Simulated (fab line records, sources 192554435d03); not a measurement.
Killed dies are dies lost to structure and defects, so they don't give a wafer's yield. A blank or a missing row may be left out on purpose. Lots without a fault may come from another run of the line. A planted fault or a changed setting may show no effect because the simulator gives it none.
One fault seen from 2 desks | flow n5_finfet | each desk has only its own numbers; what lay behind them comes last

THE METROLOGY DESK
What the gauges read, lot by lot, whatever tool the lot ran on: means of the sampled wafers that have a number. A lot is out of limits, marked OUT, if its mean lies more than 4 standard deviations from the usual mean; the brackets give that distance. Of its 11 readings 7 are shown: those that lie furthest out on some lot.
Columns: A = DIBL_N at N5_BEOL_M4_RC_MEAS_101, usual 37.5 mV/V; B = DIBL_P at N5_BEOL_M4_RC_MEAS_101, usual 38 mV/V; C = IOFF_P at N5_BEOL_M4_RC_MEAS_101, usual 0.24 nA/um; D = ION_N at N5_BEOL_M4_RC_MEAS_101, usual 679 uA/um; E = ION_P at N5_BEOL_M4_RC_MEAS_101, usual 465 uA/um; F = SS_N at N5_BEOL_M4_RC_MEAS_101, usual 72.0 mV/dec; G = VT_P at N5_BEOL_M4_RC_MEAS_101, usual -249 mV
lot  | first seen here | A    | B  | C    | D   | E   | F    | G
L746 | day 6 20:04     | 38.9 | 39 | 0.25 | 678 | 462 | 72.3 | -248
L751 | day 8 00:50     | 34.6 | 34 | 0.18 | 660 | 457 | 70.3 | -251
L755 | day 9 09:41     | 38.3 | 37 | 0.27 | 690 | 476 | 72.0 | -245
L759 | day 10 14:25    | 39.1 | 38 | 0.34 | 699 | 481 | 72.4 | -241
L761 | day 10 23:20    | 36.0 | 38 | 0.23 | 668 | 457 | 71.8 | -248
L762 | day 11 00:10    | 39.1 | 41 | 0.27 | 697 | 473 | 72.1 | -248
L763 | day 11 06:43    | 39.8 | 40 | 0.24 | 687 | 461 | 72.3 | -250
This desk's finding: nothing out of limits on any of the 7 lots.

THE TOOL OWNER'S DESK: cvd_co-02
The tool's own readings at N5_BEOL_M2_CO_CAP_55 (material Co, precursor CCTBA/H2, target thk 2 nm, time 102.1 s): means of the sampled wafers that have a number, for each lot that ran on this tool. A lot is out of limits, marked OUT, if its mean lies more than 4 standard deviations from the usual mean; the brackets give that distance.
Columns: A = chamber_pressure_Torr at N5_BEOL_M2_CO_CAP_55, usual 29.99 Torr; B = heater_power_w at N5_BEOL_M2_CO_CAP_55, usual 237 W; C = run_length_s at N5_BEOL_M2_CO_CAP_55, usual 125.1 s
lot  | first seen here | A     | B   | C
L746 | day 6 20:13     | 29.88 | 217 | 125.4
L751 | day 8 00:55     | 30.01 | 216 | 125.3
L755 | day 9 09:52     | 29.93 | 221 | 124.8
L761 | day 10 23:25    | 30.01 | 223 | 101.5 (-35) OUT
L762 | day 11 00:19    | 29.96 | 221 | 101.7 (-35) OUT
L763 | day 11 06:48    | 30.00 | 219 | 56.1 (-99 or more) OUT
This desk's finding: out of limits on L761, L762, L763; first on L761, day 10 23:25 (run_length_s at N5_BEOL_M2_CO_CAP_55). In limits: L746, L751, L755.

PUT TOGETHER
The tool owner's desk could have raised an alarm at day 10 23:25, on L761, L762, L763.
The metrology desk saw nothing out of limits.
The metrology desk has L761, L762, L763 on record, within its limits.
Of the lots named, all ran N5_BEOL_M2_CO_CAP_55 on cvd_co-02.

WHAT THE SIMULATOR HAD PUT IN
Process parameter drift: cvd_co-02, from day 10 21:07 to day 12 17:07, at N5_BEOL_M2_CO_CAP_55. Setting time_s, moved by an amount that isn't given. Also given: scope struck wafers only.
Lots struck among those shown: L761, L762, L763.
Hours from the fault's start to each desk's first reading out of limits: the tool owner's desk, 2.
